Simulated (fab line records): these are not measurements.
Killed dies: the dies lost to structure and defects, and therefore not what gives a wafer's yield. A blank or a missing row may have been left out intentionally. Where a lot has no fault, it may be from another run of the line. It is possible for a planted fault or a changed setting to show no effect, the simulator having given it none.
fab line records	flow n5Finfet
record lots=24	wafers=72	lastDay=20
route steps=1938 shown BEOL_M11@1595 BEOL_M12@1653 BEOL_M13@1671 BEOL_M14@1716
lots that met no fault: taken from a fault-free run of the same line
startH: start of the lot's first displayed wafer, in hours after the record's first day	waitH: time in hours since the lot's previous step	" the same as in the row above	L1.1+2: one row covering several wafers at once	- no value, or no start was given	* or withheld: withheld	< > ~ a bound
route shown NAME@n: names a module that has steps shown in the file, with the first one's number in the route	usual: mean/standard deviation taken from wafers without a fault	same: alike in all rows	chamber/n: place in a boat	sites: per-site readings	_std_site: standard deviation of those values	_edge_site: outer sites' mean less inner sites'	radiusMm: for every site, how far away it sits from the centre of the wafer	mask NAME#n: copy n	behind: tool/chamber where the wafer was last shaped	hold: the reason the lot was held/the length of the hold in hours/how it ended	device: the transistor (n, p or np) that didn't switch	end of line: tests of these same wafers at the route's end	a step given without rows: its recipe and nothing more	killed: not the wafer's yield, but the dies lost to structure and defects at the first sort	map: dies across one wafer; x = killed, . = not, _ = none there
set.NAME: setting as actually run; set.NAME@STEP: the setting as run at that earlier step	model.NAME: the simulator's own value behind a step, which no gauge read
route steps across a sampled set of lots; one table per step, one row per wafer
services: when a tool's chamber went out of use (startH, in hours from the record's first day, below 0 if earlier), for how many hours, and the reason
## steps
# step N5_BEOL_M11_ANNEAL_51
# recipe tempC=225	timeS=90	ambient=N2
# usual wafer_temp_C_max=226.0/0.31
lot.wafer	tool	chamber	startH	waitH	wafer_temp_C_max
L074.1	rtpAnneal-02	0	256.80	0.2	226.0
L074.3	"	0	"	"	226.2
L074.5	"	0	"	"	226.2
L079.1	rtpAnneal-01	0	261.76	0.1	225.9
L079.3	"	0	"	"	226.1
L079.5	"	0	"	"	225.7
L077.2	rtpAnneal-02	0	263.43	0.1	226.4
L077.5	"	0	"	"	226.3
L077.6	"	0	"	"	226.4
L076.1	rtpAnneal-01	0	263.46	0.1	225.8
L076.2	"	0	"	"	225.9
L076.4	"	0	"	"	226.0
L075.2	rtpAnneal-02	0	270.06	0.5	226.0
L075.3	"	0	"	"	226.2
L075.6	"	0	"	"	225.9
L078.1	rtpAnneal-01	0	278.59	0.2	226.1
L078.4	"	0	"	"	225.9
L078.6	"	0	"	"	226.0
L080.1	rtpAnneal-02	0	287.54	0.3	227.4
L080.3	"	0	"	"	226.7
L080.5	"	0	"	"	226.9
L081.2	rtpAnneal-01	0	291.52	0.2	225.8
L081.5	"	0	"	"	225.9
L081.6	"	0	"	"	225.9
L082.2	rtpAnneal-02	0	316.26	0.1	226.0
L082.3	"	0	"	"	226.3
L082.5	"	0	"	"	225.6
L085.2	rtpAnneal-02	0	317.50	0.1	226.3
L085.3	"	0	"	"	226.2
L085.4	"	0	"	"	226.0
L084.2	rtpAnneal-01	0	350.60	0.1	225.9
L084.4	"	0	"	"	225.4
L084.5	"	0	"	"	226.1
L086.2	rtpAnneal-01	0	351.58	0.1	225.6
L086.3	"	0	"	"	225.8
L086.4	"	0	"	"	225.8
L089.2	rtpAnneal-02	0	358.00	0.1	226.3
L089.3	"	0	"	"	226.5
L089.5	"	0	"	"	226.3
L083.3	rtpAnneal-01	0	363.42	0.4	225.9
L083.4	"	0	"	"	225.4
L083.5	"	0	"	"	225.9
L088.1	rtpAnneal-01	0	368.11	0.5	225.8
L088.2	"	0	"	"	225.5
L088.4	"	0	"	"	226.0
L087.1	rtpAnneal-01	0	370.33	0.1	225.6
L087.4	"	0	"	"	226.0
L087.6	"	0	"	"	225.6
L090.2	rtpAnneal-02	0	375.11	0.3	226.2
L090.3	"	0	"	"	226.7
L090.6	"	0	"	"	226.4
L093.3	rtpAnneal-02	0	394.48	0.1	226.0
L093.4	"	0	"	"	226.1
L093.5	"	0	"	"	226.2
L092.1	rtpAnneal-01	0	397.23	0.1	225.6
L092.2	"	0	"	"	225.8
L092.6	"	0	"	"	225.9
L094.1	rtpAnneal-01	0	403.88	0.1	225.7
L094.2	"	0	"	"	225.9
L094.3	"	0	"	"	226.1
L091.1	rtpAnneal-01	0	404.33	0.4	225.7
L091.3	"	0	"	"	226.0
L091.6	"	0	"	"	225.8
L097.1	rtpAnneal-01	0	412.61	0.2	225.9
L097.2	"	0	"	"	225.8
L097.5	"	0	"	"	226.5
L095.4	rtpAnneal-01	0	414.05	0.2	226.1
L095.5	"	0	"	"	225.8
L095.6	"	0	"	"	225.9
L096.2	rtpAnneal-02	0	429.63	0.2	226.2
L096.3	"	0	"	"	226.6
L096.6	"	0	"	"	226.1
# step N5_BEOL_M12_CMP_49
# recipe stopOn=SiOC	tOverpolishS=20.6	downForcePsi=1	platenRpm=50	clearingPlatenDownForcePsi=1.5	clearingPlatenRpm=50	postCmpClean=cuAlkaline	targetThkNm=320	clearingPlatenPadVelocityMS=0.99484	padVelocityMS=0.99484
# usual barrierFieldEndpointS=30.2/0.54	headPressurePsi=1.0000/0.002	motorCurrentA=6.0/0.67	overpolishRunS=20.601/0.0087
lot.wafer	tool	chamber	startH	waitH	barrierFieldEndpointS	headPressurePsi	motorCurrentA	overpolishRunS
L074.3	cmp-04	0	261.83	0.2	29.8	1.0000	7.2	20.589
L074.1	"	1	"	"	30.4	0.9989	5.3	20.598
L074.5	"	3	"	"	31.1	1.0005	6.2	20.593
L079.1	cmp-02	0	268.97	0.3	30.1	0.9983	5.8	20.579
L079.3	"	2	"	"	30.8	0.9988	6.2	20.612
L079.5	"	0	"	"	31.0	0.9991	5.7	20.597
L076.4	cmp-03	3	269.32	0.1	30.3	1.0009	5.6	20.597
L076.2	"	0	"	"	29.9	0.9998	5.0	20.610
L076.1	"	2	"	"	30.6	1.0021	7.0	20.607
L077.2	cmp-03	0	270.08	0.2	31.0	0.9992	4.7	20.609
L077.5	"	3	"	"	30.1	0.9992	5.6	20.608
L077.6	"	0	"	"	30.7	1.0053	4.8	20.590
L075.3	cmp-04	0	276.32	0.4	28.7	1.0002	6.7	20.591
L075.2	"	3	"	"	30.3	0.9979	6.2	20.591
L075.6	"	0	"	"	28.9	1.0001	6.8	20.612
L078.4	cmp-04	1	284.29	0.2	30.5	0.9953	5.2	20.599
L078.1	"	2	"	"	31.2	1.0014	6.0	20.612
L078.6	"	0	"	"	30.8	1.0008	6.5	20.598
L080.1	cmp-03	2	293.98	0.3	30.6	0.9981	7.0	20.601
L080.3	"	3	"	"	30.0	0.9990	5.6	20.600
L080.5	"	2	"	"	31.1	1.0007	7.3	20.619
L081.2	cmp-03	3	296.82	0.2	30.6	1.0000	5.9	20.593
L081.6	"	3	"	"	30.7	1.0045	5.9	20.612
L081.5	"	0	"	"	31.5	1.0013	4.9	20.605
L082.2	cmp-04	3	321.14	0.2	30.4	1.0003	6.3	20.596
L082.3	"	0	"	"	30.1	0.9993	6.5	20.598
L082.5	"	3	"	"	30.0	0.9999	6.1	20.611
L085.3	cmp-02	1	321.51	0.2	30.7	1.0001	6.8	20.608
L085.4	"	2	"	"	30.0	1.0019	5.7	20.592
L085.2	"	3	"	"	30.8	0.9992	5.4	20.601
L084.2	cmp-02	1	355.47	0.2	30.2	1.0023	6.6	20.615
L084.4	"	3	"	"	30.5	0.9997	5.2	20.592
L084.5	"	1	"	"	30.3	1.0016	6.4	20.598
L086.3	cmp-02	1	355.96	0.2	30.1	1.0007	6.6	20.581
L086.2	"	2	"	"	29.9	1.0019	5.9	20.595
L086.4	"	3	"	"	30.3	0.9994	5.4	20.598
L089.2	cmp-02	3	365.70	0.2	30.0	1.0000	5.5	20.607
L089.3	"	2	"	"	30.1	0.9972	5.8	20.602
L089.5	"	0	"	"	29.9	1.0028	5.6	20.602
L083.3	cmp-02	0	368.14	0.2	29.4	1.0005	5.4	20.586
L083.4	"	3	"	"	29.1	1.0000	5.6	20.601
L083.5	"	0	"	"	29.8	1.0009	5.4	20.599
L088.4	cmp-03	2	375.09	0.1	30.1	0.9991	7.1	20.603
L088.2	"	3	"	"	30.5	0.9972	6.0	20.614
L088.1	"	0	"	"	30.0	1.0014	4.9	20.615
L087.4	cmp-03	3	377.03	0.2	30.0	1.0027	5.8	20.589
L087.1	"	0	"	"	29.9	1.0014	4.7	20.610
L087.6	"	1	"	"	30.1	1.0028	5.6	20.598
L090.3	cmp-04	2	381.41	0.2	29.8	1.0021	6.2	20.608
L090.2	"	1	"	"	30.0	0.9996	5.2	20.591
L090.6	"	2	"	"	30.3	0.9991	6.1	20.607
L093.3	cmp-04	0	398.85	0.2	30.0	0.9971	6.9	20.607
L093.4	"	2	"	"	30.8	1.0021	5.9	20.590
L093.5	"	0	"	"	30.6	0.9971	6.6	20.610
L092.2	cmp-03	2	404.41	0.2	30.3	1.0022	7.2	20.616
L092.1	"	3	"	"	29.5	0.9979	6.1	20.585
L092.6	"	1	"	"	28.9	1.0016	5.8	20.604
L091.1	cmp-04	2	408.96	0.3	29.6	0.9991	6.0	20.601
L091.3	"	3	"	"	29.2	1.0006	6.2	20.608
L091.6	"	2	"	"	28.9	0.9965	5.7	20.618
L094.1	cmp-04	2	409.48	0.3	30.5	1.0020	6.1	20.603
L094.3	"	0	"	"	30.6	0.9997	6.7	20.607
L094.2	"	1	"	"	30.8	1.0025	5.2	20.595
L097.1	cmp-02	3	417.82	0.3	30.1	0.9969	5.7	20.608
L097.2	"	0	"	"	29.8	0.9984	5.6	20.607
L097.5	"	3	"	"	29.7	0.9981	5.5	20.598
L095.4	cmp-03	3	420.90	0.2	29.6	1.0012	5.7	20.605
L095.6	"	1	"	"	30.4	0.9987	5.9	20.606
L095.5	"	2	"	"	29.9	1.0012	7.0	20.608
L096.3	cmp-02	3	436.63	0.2	30.0	0.9974	5.3	20.596
L096.2	"	2	"	"	30.0	1.0007	5.7	20.607
L096.6	"	0	"	"	29.9	0.9977	5.8	20.599
# step N5_BEOL_M13_INSPECT_12
# recipe mode=adi	inspectInstrument=macro
# usual rawDefectCount=1.9/1.4
lot.wafer	tool	chamber	startH	waitH	rawDefectCount
L074.1	defectInspect-02	-	262.79	0.0	1
L074.3	"	-	"	"	1
L074.5	"	-	"	"	3
L079.1	defectInspect-01	-	269.92	0.0	3
L079.3	"	-	"	"	2
L079.5	"	-	"	"	0
L076.1	defectInspect-02	-	270.43	0.0	6
L076.2	"	-	"	"	3
L076.4	"	-	"	"	2
L077.2	defectInspect-02	-	271.15	0.0	1
L077.5	"	-	"	"	1
L077.6	"	-	"	"	1
L075.2	defectInspect-01	-	277.31	0.0	2
L075.3	"	-	"	"	3
L075.6	"	-	"	"	2
L078.1	defectInspect-02	-	285.30	0.0	0
L078.4	"	-	"	"	4
L078.6	"	-	"	"	1
L080.1	defectInspect-01	-	294.97	0.0	0
L080.3	"	-	"	"	2
L080.5	"	-	"	"	2
L081.2	defectInspect-02	-	297.81	0.0	2
L081.5	"	-	"	"	1
L081.6	"	-	"	"	3
L082.2	defectInspect-02	-	322.32	0.0	4
L082.3	"	-	"	"	0
L082.5	"	-	"	"	3
L085.2	defectInspect-02	-	322.47	0.0	2
L085.3	"	-	"	"	3
L085.4	"	-	"	"	2
L084.2	defectInspect-02	-	356.58	0.0	4
L084.4	"	-	"	"	2
L084.5	"	-	"	"	1
L086.2	defectInspect-02	-	356.91	0.0	0
L086.3	"	-	"	"	5
L086.4	"	-	"	"	1
L089.2	defectInspect-02	-	366.69	0.0	1
L089.3	"	-	"	"	2
L089.5	"	-	"	"	0
L083.3	defectInspect-02	-	369.13	0.0	3
L083.4	"	-	"	"	2
L083.5	"	-	"	"	2
L088.1	defectInspect-02	-	376.08	0.0	2
L088.2	"	-	"	"	2
L088.4	"	-	"	"	3
L087.1	defectInspect-02	-	378.08	0.0	2
L087.4	"	-	"	"	2
L087.6	"	-	"	"	2
L090.2	defectInspect-02	-	382.52	0.0	1
L090.3	"	-	"	"	4
L090.6	"	-	"	"	0
L093.3	defectInspect-01	-	399.83	0.0	3
L093.4	"	-	"	"	1
L093.5	"	-	"	"	3
L092.1	defectInspect-02	-	405.51	0.0	0
L092.2	"	-	"	"	2
L092.6	"	-	"	"	3
L091.1	defectInspect-01	-	410.04	0.0	2
L091.3	"	-	"	"	2
L091.6	"	-	"	"	1
L094.1	defectInspect-01	-	410.65	0.0	0
L094.2	"	-	"	"	0
L094.3	"	-	"	"	1
L097.1	defectInspect-01	-	418.89	0.0	3
L097.2	"	-	"	"	3
L097.5	"	-	"	"	0
L095.4	defectInspect-01	-	421.81	0.0	0
L095.5	"	-	"	"	2
L095.6	"	-	"	"	0
L096.2	defectInspect-01	-	437.74	0.0	2
L096.3	"	-	"	"	2
L096.6	"	-	"	"	1
# step N5_BEOL_M13_ETCH_67
# recipe chemistry=CF4	target=SiARC	targetDepthA=1430	timeS=238.3	ionEnergyEv=80	pressureMtorr=40	sourceW=545	biasW=36	Ar_flow_sccm=100	cf4FlowSccm=100	ends=cleared
# usual drypumpMotorCurrentA=5.7/0.46	etchRfOnTimeS=237.8/2.9	oesProductAu=0.67/0.072	rfVppV=184.0/1.1	showerheadPlenumPTorr=2.13/0.07	throttleValvePct=15.65/0.24
lot.wafer	tool	chamber	startH	waitH	drypumpMotorCurrentA	etchRfOnTimeS	oesProductAu	rfHoursCounterH	rfVppV	showerheadPlenumPTorr	throttleValvePct
L074.1	rieDiel-02	2	263.93	0.0	6.0	236.3	0.62	191	185.6	2.22	15.78
L074.3	"	0	"	"	5.6	236.6	0.75	48	183.1	2.09	15.46
L074.5	"	2	"	"	6.0	239.2	0.61	-	184.7	2.22	15.78
L079.1	rieDiel-02	0	271.10	0.0	5.6	236.3	0.74	50	183.3	2.09	15.47
L079.3	"	3	"	"	5.8	235.4	0.66	120	183.7	2.07	16.00
L079.5	"	3	"	"	5.8	235.8	0.65	-	182.2	2.07	15.99
L076.1	rieDiel-03	0	271.74	0.0	4.8	244.2	0.68	71	183.4	2.09	15.46
L076.2	"	1	"	"	6.0	235.7	0.60	247	185.3	2.19	15.78
L076.4	"	2	"	"	5.3	240.6	0.80	12	185.4	2.27	15.43
L077.2	rieDiel-02	2	272.59	0.0	6.0	235.2	0.62	193	185.5	2.22	15.78
L077.5	"	0	"	"	5.7	235.4	0.75	-	183.8	2.09	15.44
L077.6	"	1	"	"	6.3	238.9	0.75	-	184.0	2.18	15.35
L075.2	rieDiel-03	1	278.33	0.0	6.0	234.4	0.60	249	185.0	2.19	15.80
L075.3	"	0	"	"	4.7	243.2	0.68	74	184.8	2.09	15.47
L075.6	"	1	"	"	6.0	233.4	0.60	-	184.3	2.19	15.79
L078.1	rieDiel-06	3	286.44	0.0	5.4	239.3	0.59	228	184.7	2.12	15.96
L078.4	"	2	"	"	6.4	236.6	0.63	185	182.5	2.05	15.51
L078.6	"	2	"	"	6.5	233.9	0.63	-	182.2	2.05	15.52
L080.1	rieDiel-06	1	296.08	0.0	5.6	239.7	0.58	241	184.8	2.20	16.08
L080.3	"	0	"	"	5.2	236.0	0.76	41	184.5	2.10	15.42
L080.5	"	0	"	"	5.1	235.2	0.75	-	184.1	2.10	15.43
L081.2	rieDiel-06	1	298.96	0.0	5.6	238.5	0.58	242	185.0	2.20	16.07
L081.5	"	2	"	"	6.5	233.7	0.63	-	184.7	2.05	15.52
L081.6	"	3	"	"	5.5	239.0	0.58	-	183.8	2.12	15.97
L082.2	rieDiel-02	2	323.39	0.0	6.0	234.3	0.61	209	184.9	2.21	15.81
L082.3	"	1	"	"	6.3	240.0	0.73	53	185.2	2.18	15.37
L082.5	"	2	"	"	6.0	235.5	0.62	-	185.8	2.21	15.83
L085.2	rieDiel-06	1	323.61	0.0	5.6	242.6	0.58	247	184.4	2.20	16.10
L085.3	"	0	"	"	5.2	236.2	0.75	48	183.0	2.10	15.43
L085.4	"	2	"	"	6.4	235.0	0.62	195	181.7	2.04	15.52
L084.2	rieDiel-03	0	357.72	0.0	4.7	242.0	0.65	97	183.3	2.09	15.50
L084.4	"	2	"	"	5.3	235.5	0.76	37	184.3	2.26	15.47
L084.5	"	2	"	"	5.3	237.0	0.76	-	185.0	2.26	15.48
L086.2	rieDiel-02	3	358.09	0.0	5.8	238.3	0.63	145	182.7	2.06	16.05
L086.3	"	1	"	"	6.3	241.4	0.72	62	183.8	2.17	15.39
L086.4	"	2	"	"	6.0	239.5	0.60	217	184.7	2.21	15.82
L089.2	rieDiel-02	0	367.89	0.0	5.6	240.2	0.71	76	183.3	2.08	15.51
L089.3	"	3	"	"	5.8	239.2	0.64	147	182.6	2.06	16.04
L089.5	"	0	"	"	5.6	237.0	0.72	-	184.5	2.08	15.50
L083.3	rieDiel-06	2	370.30	0.0	6.5	236.1	0.61	208	183.7	2.04	15.56
L083.4	"	2	"	"	6.5	236.1	0.61	-	181.8	2.04	15.56
L083.5	"	3	"	"	5.5	238.4	0.57	-	184.9	2.11	16.00
L088.1	rieDiel-02	2	377.22	0.0	6.0	235.0	0.60	223	183.8	2.21	15.84
L088.2	"	3	"	"	5.8	237.0	0.63	150	183.3	2.06	16.07
L088.4	"	0	"	"	5.6	235.5	0.71	80	183.3	2.08	15.52
L087.1	rieDiel-06	0	379.10	0.0	5.2	235.7	0.73	65	183.3	2.09	15.48
L087.4	"	0	"	"	5.2	235.6	0.72	-	184.0	2.09	15.47
L087.6	"	3	"	"	5.4	240.9	0.57	-	183.5	2.11	16.01
L090.2	rieDiel-02	2	383.79	0.0	6.0	239.1	0.60	224	185.5	2.21	15.83
L090.3	"	3	"	"	5.8	237.4	0.63	152	183.2	2.06	16.05
L090.6	"	3	"	"	5.8	239.2	0.63	-	182.4	2.06	16.05
L093.3	rieDiel-02	0	401.18	0.0	5.6	238.7	0.70	89	181.9	2.08	15.55
L093.4	"	3	"	"	5.8	235.5	0.63	159	183.0	2.06	16.08
L093.5	"	3	"	"	5.8	235.9	0.63	-	183.4	2.06	16.06
L092.1	rieDiel-02	2	406.65	0.0	6.0	238.1	0.60	232	184.8	2.21	15.86
L092.2	"	0	"	"	5.6	236.1	0.71	90	183.9	2.08	15.53
L092.6	"	3	"	"	5.8	236.7	0.63	-	183.2	2.06	16.06
L091.1	rieDiel-06	0	411.06	0.0	5.2	236.5	0.72	72	183.3	2.09	15.49
L091.3	"	1	"	"	5.6	237.1	0.83	5	184.8	2.19	15.61
L091.6	"	2	"	"	6.4	235.7	0.61	-	182.8	2.04	15.56
L094.1	rieDiel-06	0	411.79	0.0	5.2	236.2	0.72	73	184.0	2.09	15.50
L094.2	"	1	"	"	5.6	235.5	0.83	6	184.7	2.19	15.59
L094.3	"	2	"	"	6.4	236.2	0.60	220	183.2	2.04	15.56
L097.1	rieDiel-06	1	420.09	0.0	5.6	238.7	0.81	10	185.8	2.19	15.63
L097.2	"	2	"	"	6.5	237.9	0.60	223	182.9	2.03	15.58
L097.5	"	0	"	"	5.2	239.1	0.71	-	185.0	2.09	15.49
L095.4	rieDiel-03	2	422.95	0.0	5.3	239.1	0.73	58	186.0	2.25	15.50
L095.5	"	3	"	"	5.5	242.9	0.69	-	186.2	2.25	15.50
L095.6	"	0	"	"	4.8	246.4	0.63	-	183.0	2.08	15.56
L096.2	rieDiel-03	1	438.94	0.0	6.1	230.8	0.78	35	184.7	2.18	15.37
L096.3	"	3	"	"	5.5	240.7	0.69	95	184.8	2.24	15.52
L096.6	"	3	"	"	5.5	239.7	0.68	-	185.0	2.24	15.51
# step N5_BEOL_M13_STRIP_37
# recipe chemistry=N2/H2	powerW=1000	tempC=250	h2Frac=0.65	overashFraction=0.3	pressureMtorr=withheld	n2FlowSccm=1750	h2FlowSccm=3250
# usual drypumpMotorCurrentA=5.76/0.11	heaterPowerW=341/22	oesProductAu=0.784/0.011
lot.wafer	tool	chamber	startH	waitH	drypumpMotorCurrentA	heaterPowerW	oesProductAu	rfHoursCounterH
L074.1	plasmaAsher-02	1	264.51	0.0	5.70	308	0.796	122
L074.3	"	0	"	"	5.95	349	0.765	-
L074.5	"	0	"	"	5.93	356	0.768	-
L079.1	plasmaAsher-02	0	271.73	0.1	5.96	356	0.790	123
L079.3	"	0	"	"	5.96	351	0.775	-
L079.5	"	0	"	"	5.94	350	0.779	-
L076.1	plasmaAsher-01	0	272.34	0.1	5.66	359	0.786	79
L076.2	"	1	"	"	5.73	338	0.778	79
L076.4	"	1	"	"	5.71	336	0.783	-
L077.2	plasmaAsher-01	1	273.51	0.4	5.74	338	0.775	79
L077.5	"	1	"	"	5.73	346	0.760	-
L077.6	"	0	"	"	5.67	364	0.783	-
L075.2	plasmaAsher-01	0	278.91	0.0	5.66	357	0.800	80
L075.3	"	1	"	"	5.71	341	0.785	-
L075.6	"	0	"	"	5.66	362	0.766	-
L078.1	plasmaAsher-01	0	287.03	0.0	5.66	362	0.759	82
L078.4	"	0	"	"	5.64	361	0.769	-
L078.6	"	1	"	"	5.73	348	0.770	-
L080.1	plasmaAsher-01	1	296.66	0.0	5.72	349	0.781	83
L080.3	"	0	"	"	5.62	356	0.785	-
L080.5	"	0	"	"	5.65	369	0.789	-
L081.2	plasmaAsher-01	1	299.55	0.0	5.70	344	0.795	84
L081.5	"	1	"	"	5.73	337	0.786	-
L081.6	"	0	"	"	5.64	356	0.783	-
L082.2	plasmaAsher-02	1	323.97	0.0	5.72	300	0.791	133
L082.3	"	0	"	"	5.94	353	0.787	-
L082.5	"	1	"	"	5.72	301	0.782	-
L085.2	plasmaAsher-01	0	324.19	0.0	5.69	368	0.806	89
L085.3	"	1	"	"	5.71	343	0.780	-
L085.4	"	0	"	"	5.66	366	0.767	-
L084.2	plasmaAsher-02	1	358.30	0.0	5.70	301	0.796	139
L084.4	"	0	"	"	5.95	355	0.775	-
L084.5	"	0	"	"	5.94	351	0.786	-
L086.2	plasmaAsher-02	0	358.67	0.0	5.92	351	0.788	139
L086.3	"	1	"	"	5.74	305	0.778	-
L086.4	"	0	"	"	5.92	349	0.796	-
L089.2	plasmaAsher-02	1	368.48	0.0	5.74	300	0.775	141
L089.3	"	0	"	"	5.96	354	0.777	-
L089.5	"	0	"	"	5.95	351	0.774	-
L083.3	plasmaAsher-02	0	370.90	0.1	5.97	346	0.767	-
L083.4	"	1	"	"	5.71	303	0.786	-
L083.5	"	0	"	"	5.94	344	0.787	-
L088.1	plasmaAsher-02	0	377.80	0.0	5.95	348	0.767	143
L088.2	"	1	"	"	5.71	310	0.780	143
L088.4	"	0	"	"	5.94	348	0.790	-
L087.1	plasmaAsher-01	1	379.68	0.0	5.71	347	0.785	100
L087.4	"	1	"	"	5.75	337	0.795	-
L087.6	"	1	"	"	5.75	350	0.792	-
L090.2	plasmaAsher-01	0	384.38	0.0	5.66	361	0.779	101
L090.3	"	1	"	"	5.73	337	0.798	-
L090.6	"	0	"	"	5.66	364	0.778	-
L093.3	plasmaAsher-02	0	401.78	0.1	5.95	338	0.788	-
L093.4	"	1	"	"	5.72	301	0.801	-
L093.5	"	0	"	"	5.93	349	0.792	-
L092.1	plasmaAsher-01	1	407.24	0.0	5.73	347	0.789	106
L092.2	"	0	"	"	5.65	363	0.777	106
L092.6	"	1	"	"	5.74	345	0.777	-
L091.1	plasmaAsher-02	1	411.64	0.0	5.71	304	0.784	149
L091.3	"	0	"	"	5.91	358	0.789	-
L091.6	"	1	"	"	5.71	305	0.793	-
L094.1	plasmaAsher-01	0	412.37	0.0	5.66	368	0.800	107
L094.2	"	1	"	"	5.75	347	0.769	107
L094.3	"	1	"	"	5.73	344	0.793	-
L097.1	plasmaAsher-01	1	420.67	0.0	5.74	343	0.796	108
L097.2	"	0	"	"	5.67	367	0.768	108
L097.5	"	1	"	"	5.75	339	0.796	-
L095.4	plasmaAsher-02	0	423.55	0.1	5.93	361	0.794	-
L095.5	"	1	"	"	5.73	303	0.791	-
L095.6	"	0	"	"	5.90	355	0.791	-
L096.2	plasmaAsher-01	0	439.52	0.0	5.66	364	0.789	112
L096.3	"	1	"	"	5.72	346	0.804	-
L096.6	"	1	"	"	5.75	348	0.764	-
# step N5_BEOL_M14_ILD_DEP_00
# recipe material=SiO2	targetThkA=11193	tempC=400	precursor=TEOS/O2	pressureTorr=6.5	rfW=900	teosFlowSccm=161.4	gas=O2	flowSccm=2650	timeS=237.4
# usual chamberPressureTorr=6.501/0.015	heaterPowerW=500/79	showerheadPlenumPTorr=8.32/0.035	throttleValvePct=18.6/0.86
lot.wafer	tool	chamber	startH	waitH	chamberPressureTorr	heaterPowerW	showerheadPlenumPTorr	throttleValvePct
L074.1	pecvd-03	2	267.92	0.0	6.513	462	8.31	18.4
L074.3	"	1	"	"	6.509	611	8.30	18.7
L074.5	"	2	"	"	6.513	513	8.31	18.1
L076.1	pecvd-03	1	275.32	0.0	6.514	625	8.29	18.7
L076.2	"	0	"	"	6.485	467	8.31	18.6
L076.4	"	1	"	"	6.524	469	8.27	18.6
L077.2	pecvd-04	1	275.66	0.0	6.498	571	8.33	17.9
L077.5	"	0	"	"	6.501	557	8.38	20.6
L077.6	"	2	"	"	6.496	504	8.30	17.7
L079.1	pecvd-03	1	276.19	0.0	6.514	583	8.31	18.5
L079.3	"	0	"	"	6.487	494	8.30	18.5
L079.5	"	0	"	"	6.490	364	8.26	18.4
L075.2	pecvd-03	1	281.63	0.0	6.506	611	8.30	18.5
L075.3	"	0	"	"	6.524	421	8.29	18.4
L075.6	"	0	"	"	6.496	476	8.27	18.5
L078.1	pecvd-04	2	291.63	0.0	6.481	493	8.32	17.9
L078.4	"	2	"	"	6.481	506	8.32	17.9
L078.6	"	1	"	"	6.496	518	8.36	17.8
L080.1	pecvd-03	0	300.46	0.0	6.521	509	8.27	18.6
L080.3	"	1	"	"	6.505	499	8.30	18.8
L080.5	"	2	"	"	6.532	381	8.30	18.6
L081.2	pecvd-03	2	301.20	0.0	6.513	444	8.34	18.3
L081.5	"	2	"	"	6.492	487	8.32	18.4
L081.6	"	1	"	"	6.495	467	8.30	18.8
L082.2	pecvd-03	1	327.68	0.0	6.480	597	8.31	18.4
L082.3	"	2	"	"	6.518	475	8.35	18.4
L082.5	"	1	"	"	6.524	467	8.28	18.8
L085.2	pecvd-02	2	327.95	0.0	6.494	703	8.36	18.1
L085.3	"	1	"	"	6.534	513	8.41	20.3
L085.4	"	1	"	"	6.515	407	8.39	20.0
L086.2	pecvd-03	2	363.57	0.0	6.514	453	8.29	18.6
L086.3	"	1	"	"	6.484	599	8.28	18.7
L086.4	"	0	"	"	6.504	364	8.27	18.4
L084.2	pecvd-04	0	367.63	0.0	6.523	531	8.39	20.8
L084.4	"	2	"	"	6.480	461	8.31	18.0
L084.5	"	1	"	"	6.510	547	8.34	18.0
L089.2	pecvd-04	2	371.15	0.0	6.505	502	8.32	17.9
L089.3	"	0	"	"	6.514	438	8.37	20.5
L089.5	"	2	"	"	6.486	374	8.33	18.1
L083.3	pecvd-03	1	377.73	0.0	6.486	526	8.30	18.9
L083.4	"	1	"	"	6.488	588	8.30	18.5
L083.5	"	0	"	"	6.518	362	8.29	18.5
L088.1	pecvd-04	2	380.67	0.0	6.479	489	8.33	18.3
L088.2	"	0	"	"	6.475	573	8.39	20.7
L088.4	"	1	"	"	6.494	433	8.34	17.7
L087.1	pecvd-03	1	387.01	0.0	6.499	520	8.29	18.5
L087.4	"	2	"	"	6.493	500	8.31	18.6
L087.6	"	1	"	"	6.519	607	8.29	18.6
L090.2	pecvd-03	2	389.25	0.0	6.520	507	8.30	18.6
L090.3	"	1	"	"	6.472	527	8.30	18.6
L090.6	"	2	"	"	6.497	374	8.33	18.6
L093.3	pecvd-04	1	404.34	0.0	6.496	580	8.34	17.8
L093.4	"	2	"	"	6.501	472	8.32	18.2
L093.5	"	0	"	"	6.520	555	8.39	20.5
L092.1	pecvd-03	0	410.19	0.0	6.497	428	8.29	18.7
L092.2	"	2	"	"	6.493	434	8.34	18.6
L092.6	"	1	"	"	6.506	478	8.30	18.5
L091.1	pecvd-02	0	415.16	0.1	6.495	470	8.30	19.5
L091.3	"	1	"	"	6.528	506	8.37	17.2
L091.6	"	0	"	"	6.508	534	8.29	19.7
L094.1	pecvd-02	0	415.40	0.0	6.502	509	8.28	19.4
L094.2	"	2	"	"	6.479	738	8.38	18.0
L094.3	"	1	"	"	6.473	440	8.39	17.1
L097.1	pecvd-04	1	423.43	0.0	6.501	556	8.33	17.9
L097.2	"	2	"	"	6.488	395	8.31	18.2
L097.5	"	0	"	"	6.503	445	8.37	20.8
L095.4	pecvd-02	1	425.92	0.1	6.510	495	8.39	17.1
L095.5	"	2	"	"	6.529	722	8.39	18.4
L095.6	"	0	"	"	6.490	445	8.30	19.7
L096.2	pecvd-04	1	443.51	0.0	6.507	559	8.35	18.0
L096.3	"	2	"	"	6.490	461	8.32	18.2
L096.6	"	2	"	"	6.505	501	8.34	18.1
## services
tool	chamber	startH	hours	kind
rieDiel-06	3	252.54	2.8	repair
cmp-03	-	254.32	4.0	pm
cmp-02	-	255.89	0.6	repair
rieDiel-03	1	260.48	6.6	repair
cmp-04	-	267.99	4.0	pm
plasmaAsher-02	-	274.21	1.6	repair
cmp-02	-	275.61	1.5	repair
plasmaAsher-02	-	281.37	1.8	repair
cmp-02	-	295.52	9.9	pm
cmp-02	-	307.53	3.0	pm
plasmaAsher-02	-	313.19	5.1	repair
rieDiel-06	3	326.10	3.0	repair
cmp-03	-	339.75	1.4	repair
cmp-03	-	351.50	1.3	repair
pecvd-03	-	370.63	2.8	pm
cmp-03	-	378.34	3.5	repair
rieDiel-02	-	383.04	0.7	repair
cmp-02	-	383.83	4.0	pm
rieDiel-06	-	385.21	14.6	pm
pecvd-03	-	413.17	28.1	pm
pecvd-04	-	424.65	5.5	pm
rieDiel-02	2	428.98	2.7	repair
cmp-03	-	431.90	2.9	repair
plasmaAsher-01	-	439.87	2.6	repair
## key
fault none
